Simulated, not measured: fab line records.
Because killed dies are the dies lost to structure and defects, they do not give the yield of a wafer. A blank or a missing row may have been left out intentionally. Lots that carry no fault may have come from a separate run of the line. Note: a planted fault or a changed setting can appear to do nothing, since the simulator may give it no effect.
Chamber matching	flow nand_harc	3 sister chambers for NHARC_A_STAIRCASE_DEP_417 on pecvd-01
The step deposits Si3N4, target thk 60 nm. 18 wafers are shown with their chamber, then 9 later ones without.

== EACH WAFER AND ITS CHAMBER ==
wafer	chamber	heater_power_outer_w (W)	heater_power_w (W)
L078.2	0	360	647
L078.3	1	501	766
L078.6	1	481	768
L080.3	0	389	698
L080.5	1	424	706
L080.6	0	394	689
L082.1	0	333	619
L082.3	1	456	764
L082.5	2	313	563
L083.1	0	368	640
L083.2	1	381	619
L083.5	1	370	609
L085.3	1	510	782
L085.5	2	356	614
L085.6	0	381	663
L090.2	1	502	794
L090.3	2	336	617
L090.6	2	341	614

SIGNATURES (averages over the wafers above)
reading	chamber 0	chamber 1	chamber 2	scatter within a chamber
heater_power_outer_w	370.83	453.12	336.50	40.9
heater_power_w	659.33	726.00	602.00	54.6
Rule: a wafer's distance from a chamber is the root of the sum, over the readings, of the square of ((its reading less the chamber's mean) divided by the reading's scatter). The wafer belongs to the nearest chamber; if the next one is less than 2 further off, it can't be placed. The scatter: take each reading less its chamber's mean, square it, sum over the shown wafers, divide by the number of wafers less the number of chambers, and take the root.

== WAFERS WITHOUT THEIR CHAMBER ==
wafer	heater_power_outer_w (W)	heater_power_w (W)
L091.2	299	572
L091.3	452	715
L091.6	463	746
L092.1	328	606
L092.5	329	612
L092.6	404	694
L097.2	363	647
L097.4	287	556
L097.5	436	670

== WHICH CHAMBER EACH ONE RAN IN ==
wafer	from the rows above	in truth
L091.2	can't be placed: 2 or 0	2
L091.3	1	1
L091.6	1	1
L092.1	can't be placed: 2 or 0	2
L092.5	can't be placed: 2 or 0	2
L092.6	can't be placed: 0 or 1 or 2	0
L097.2	can't be placed: 0 or 2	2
L097.4	can't be placed: 2 or 0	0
L097.5	can't be placed: 1 or 0 or 2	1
Placed correctly: 2 of 9. Not placeable from these rows: 7 (in 7, the candidates include the true chamber). Number placed wrongly: 0.
